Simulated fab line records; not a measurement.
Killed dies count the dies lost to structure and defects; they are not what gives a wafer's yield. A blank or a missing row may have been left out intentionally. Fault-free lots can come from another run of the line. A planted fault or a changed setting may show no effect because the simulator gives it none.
Split-lot experiment ; flow n5Finfet ; 21 wafers read across 7 lots, on a route 1938 steps long

== THE SPLIT ==
At N5_SD_EPI_N_EPI_21 (deposits Si:P, time 690 s), the setting epiGrowthTimeS was moved away from the recipe's 690 s on 6 of the 21 wafers read, by -7.4% to +9.6%. For the rest of the wafers, this setting stayed at what the recipe calls for.

== FROM THE SPLIT TO THE READING: what the file shows between them, 6 steps ==
- N5_SD_EPI_N_EPI_MEAS_23
- N5_SD_EPI_P_COAT_34: time 60 s, resist thk 350 nm (also split here: spinRpm)
- N5_SD_EPI_P_COAT_35: time 60 s, resist thk 35 nm
- N5_SD_EPI_P_COAT_03: resist thk 150 nm
- N5_SD_EPI_P_HM_STRIP_48: strips SiNx in H3PO4, material SiNx, target depth 3 nm
- N5_SD_EPI_P_SRD_49: time 30 s

== THE READING ==
Si-P_of_SD_EPI_N_EPI_21.thkNm (the simulator's own value, which no gauge read), in nm, at N5_SD_EPI_P_PRECLEAN_24 (cleans in O3/DIW, time 45 s). There is no usual value for it anywhere in the file. Across the 15 wafers here that went through the recipe, the average is 58.2 nm and the standard deviation 0.66 nm.

wafer;tool, chamber at the split;epiGrowthTimeS as run, s;against the recipe;Si-P_of_SD_EPI_N_EPI_21.thkNm, nm;against lot-mates on the recipe
L074.1;epiRpcvd-04, 0;690;recipe;59.2;-
L074.2;epiRpcvd-04, 0;690;recipe;58.8;-
L074.4;epiRpcvd-04, 0;756.4;+9.6%;62.2;+3.2
L075.2;epiRpcvd-01, 0;639.1;-7.4%;54.4;-3.6
L075.4;epiRpcvd-01, 0;690;recipe;58;-
L075.6;epiRpcvd-01, 0;639.1;-7.4%;55.4;-2.6
L082.2;epiRpcvd-04, 0;690;recipe;58.6;-
L082.3;epiRpcvd-04, 0;662;-4.1%;57.4;-1.7
L082.4;epiRpcvd-04, 0;690;recipe;59.6;-
L085.2;epiRpcvd-03, 0;690;recipe;57.4;-
L085.5;epiRpcvd-03, 0;690;recipe;57.4;-
L085.4;epiRpcvd-03, 0;653.9;-5.2%;55.4;-2.0
L088.2;epiRpcvd-03, 0;690;recipe;58.8;-
L088.4;epiRpcvd-03, 0;690;recipe;58.2;-
L088.6;epiRpcvd-03, 0;690;recipe;57.4;-
L091.1;epiRpcvd-01, 0;690;recipe;58.4;-
L091.2;epiRpcvd-01, 0;690;recipe;57.8;-
L091.6;epiRpcvd-01, 0;690;recipe;58;-
L097.2;epiRpcvd-04, 0;690;recipe;57.8;-
L097.4;epiRpcvd-04, 0;690;recipe;57.6;-
L097.5;epiRpcvd-04, 0;748.7;+8.5%;60.6;+2.9

THE FIT
A straight line over all 21 wafers: Si-P_of_SD_EPI_N_EPI_21.thkNm changes by +0.394 nm for each +1% of epiGrowthTimeS; r = +0.92; the points scatter about the line by 0.7 nm.
The same after taking each lot's own level away (the mean of its wafers on the recipe; 21 wafers): +0.372 nm for each +1%; r = +0.97; scatter 0.37 nm.
That fit puts the effect of the largest move of epiGrowthTimeS on the reading at 3.6 nm.
Measured against the standard deviation above, the lots' own levels, which go from 57.40 to 59.10 nm, span 2.6 times it.
The two slopes agree, so the slope changes little with the lot-to-lot level.
Check: for one of the wafers moved furthest among these (+9.6%), held out of the fit, the line's prediction against its lot-mates is +3.67 nm. It came out at +3.2 nm against them.

== FURTHER SPLITS ON THESE WAFERS ==
Note: prior to the reading, these wafers also went through further splits. Each is held against what the fit with the lots' levels taken away leaves over:
other split on the same wafers;wafers away from the commonest value;r with Si-P_of_SD_EPI_N_EPI_21.thkNm (lot level and that fit taken away)
N5_WELL_APT_PEB_06 pebTempC;3;-0.25
N5_WELL_APT_DEVELOP_07 developTimeS;5;-0.25
N5_PMOS_HMC_CHANNEL_EPI_EXPOSE_06 doseMj;7;-0.21
N5_FIN_CUT_COAT_29 spinRpm;6;-0.12
N5_SD_EPI_P_COAT_34 spinRpm;6;+0.13

== THE WHOLE CHAIN: every reading that the file lists as answering this split, in the file's order ==
step;what it does;reading;change (the file's fit);r (the file's)
N5_SD_EPI_N_EPI_21;deposits Si:P, time 690 s;Si-P_of_SD_EPI_N_EPI_21.thkNm (the simulator's own value, which no gauge read);+0.374 nm for each +1% of the setting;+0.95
N5_SD_EPI_N_EPI_MEAS_23;;thkNm;withheld for each +1% of the setting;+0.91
N5_SD_EPI_P_PRECLEAN_24;cleans in O3/DIW, time 45 s;Si-P_of_SD_EPI_N_EPI_21.thkNm (the simulator's own value, which no gauge read);+0.364 nm for each +1% of the setting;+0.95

== FILE'S OWN FIT ==
Si-P_of_SD_EPI_N_EPI_21.thkNm changes by +0.364 nm for each +1% of epiGrowthTimeS, r = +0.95.
